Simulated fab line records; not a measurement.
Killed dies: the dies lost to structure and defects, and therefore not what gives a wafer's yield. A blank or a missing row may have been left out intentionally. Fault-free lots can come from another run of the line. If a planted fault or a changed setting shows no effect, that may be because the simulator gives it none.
2 desks, one fault	flow n5 finfet	numbers are kept per desk, each desk with only its own; the story behind them comes last

## TOOL OWNER'S DESK, cmp-04
The tool's own readings at N5_BEOL_M7_CMP_52 (polishes, stops on SiCOH lowk, t overpolish 6.9 s, target thk 80 nm): means of the sampled wafers that have a number, for each lot that ran on this tool. Marked OUT: a lot whose mean sits more than 4 standard deviations from the usual mean, which makes it out of limits; the brackets give that distance.
Columns: A = barrier field endpoint s at N5_BEOL_M7_CMP_52, usual 28.8 s; B = motor current A at N5_BEOL_M7_CMP_52, usual 5.8 A; C = overpolish run s at N5_BEOL_M7_CMP_52, usual 6.901 s; D = time to endpoint s at N5_BEOL_M7_CMP_52, usual 61.3 s
lot	first seen here	A	B	C	D
L291	day 12 18:08	24.9 (-5.9) OUT	5.8	6.903	54.3
L295	day 14 07:44	22.1 (-9.9) OUT	6.2	6.900	45.5 (-5.3) OUT
This desk's finding: out of limits on L291, L295; first on L291, day 12 18:08 (barrier field endpoint s at N5_BEOL_M7_CMP_52). In limits: none.

## THE METROLOGY DESK
Means of the sampled wafers that have a number, per lot and without regard to the tool the lot ran on: this is what the gauges read. Marked OUT: a lot whose mean sits more than 4 standard deviations from the usual mean, which makes it out of limits; the brackets give that distance.
Columns: A = M8_ILD_THK at N5_BEOL_M8_THK_MEAS_01, usual 155.5 nm
lot	first seen here	A
L285	day 10 14:08	154.2
L286	day 10 14:56	153.5
L284	day 10 17:19	154.1
L287	day 11 02:58	153.9
L291	day 12 19:10	156.8
L295	day 14 08:46	153.0
L299	day 15 10:21	156.5
L301	day 16 05:28	151.6
L300	day 16 09:35	153.5
L306	day 16 20:44	155.0
L304	day 16 21:08	158.4
L305	day 17 10:44	156.0
Finding of this desk: none of the 12 lots has anything out of limits.

## BROUGHT TOGETHER
On L291, L295, at day 12 18:08, an alarm was possible from the tool owner's desk.
Metrology desk: nothing out of limits seen.
The metrology desk holds a record of L291, L295, inside its limits.
Of the lots named, all ran N5_BEOL_M7_CMP_52 on cmp-04.

## WHAT THE SIMULATOR PUT IN
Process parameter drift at N5_BEOL_M7_CMP_52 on cmp-04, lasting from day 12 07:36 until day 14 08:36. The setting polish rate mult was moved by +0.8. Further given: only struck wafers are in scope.
Struck lots among those shown: L291, L295.
Hours from the fault's start to each desk's first reading out of limits: the tool owner's desk, 11.
